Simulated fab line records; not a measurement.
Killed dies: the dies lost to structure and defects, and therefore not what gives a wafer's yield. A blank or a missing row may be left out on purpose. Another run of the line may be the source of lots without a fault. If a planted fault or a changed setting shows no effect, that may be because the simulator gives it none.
Which tool was responsible? + flow n5-finfet + 24 lots, 72 wafers sampled, at 1 step of a route of 1938

## WHAT THE GAUGES READ, wafer by wafer
N5_BEOL_M1_CD_MEAS_28: target cd y 23.3 nm. Usual: cd-nm at 23.89 nm, with a standard deviation of 0.28.
| lot  | measured     | on        | cd-nm (nm)        | flag |
|------|--------------|-----------|-------------------|------|
| L074 | day 6 02:23  | cd-sem-02 | 24.04 24.11 23.84 |      |
| L075 | day 6 11:28  | cd-sem-03 | 23.64 23.96 24.01 |      |
| L076 | day 6 15:09  | cd-sem-02 | 23.64 23.97 24.11 |      |
| L077 | day 6 23:10  | cd-sem-01 | 24.11 24.34 23.73 |      |
| L078 | day 6 23:52  | cd-sem-02 | 23.80 23.61 23.79 |      |
| L080 | day 7 13:04  | cd-sem-03 | 23.69 23.94 23.84 |      |
| L079 | day 7 16:49  | cd-sem-03 | 23.42 23.59 23.38 |      |
| L081 | day 7 18:44  | cd-sem-02 | 24.31 24.59 23.79 |      |
| L083 | day 8 08:44  | cd-sem-01 | 23.34 23.85 23.81 |      |
| L082 | day 8 09:53  | cd-sem-03 | 24.17 24.44 24.42 |      |
| L084 | day 8 18:05  | cd-sem-02 | 23.62 24.01 23.74 |      |
| L085 | day 8 23:47  | cd-sem-01 | 24.07 23.68 23.56 |      |
| L086 | day 9 03:23  | cd-sem-03 | 23.98 23.99 24.38 |      |
| L087 | day 9 07:10  | cd-sem-01 | 23.90 23.82 24.48 |      |
| L088 | day 9 20:37  | cd-sem-01 | 23.98 23.75 23.62 |      |
| L089 | day 10 01:08 | cd-sem-03 | 24.45 23.88 24.27 |      |
| L090 | day 10 03:23 | cd-sem-03 | 23.73 23.90 24.10 |      |
| L091 | day 10 06:44 | cd-sem-03 | 24.63 23.37 23.80 |      |
| L092 | day 10 16:05 | cd-sem-03 | 23.96 23.49 23.57 |      |
| L093 | day 10 18:43 | cd-sem-02 | 23.22 24.21 23.94 |      |
| L094 | day 11 08:05 | cd-sem-02 | 24.22 24.09 24.10 |      |
| L095 | day 11 17:45 | cd-sem-02 | 24.00 23.81 23.83 |      |
| L096 | day 11 17:48 | cd-sem-01 | 24.29 24.24 23.95 |      |
| L097 | day 12 02:42 | cd-sem-01 | 24.04 23.85 23.69 |      |

## EACH LOT AND THE TOOL THAT RAN IT (in order: tool; ch and the chambers of the sampled wafers; start)
Record: no process step prior to these readings.

## AS READ BY THE TOOLS THEMSELVES (means over the sampled wafers that have a number; for cases with no such wafer, the mark the record gives instead)
The record holds no such reading with a usual standard deviation.

## THE ANSWER, worked out from the rows above alone
Rule: lot off if the mean of its wafers having a number is beyond 3 standard deviations from the usual mean. A lot without any number at a reading at which 4 lots or more have one is off too. All remaining lots with rows at the step are treated as sound. After the gauges, taken in route order, come the tools' own readings; for these a lot's mean is taken, as printed above. At the first step where some lot is off, the reading lying furthest off is the one used; lots without a number count as furthest.
No lot is off at any reading shown: from this, nothing can be told.

## WHAT THE SIMULATOR HAD INSERTED
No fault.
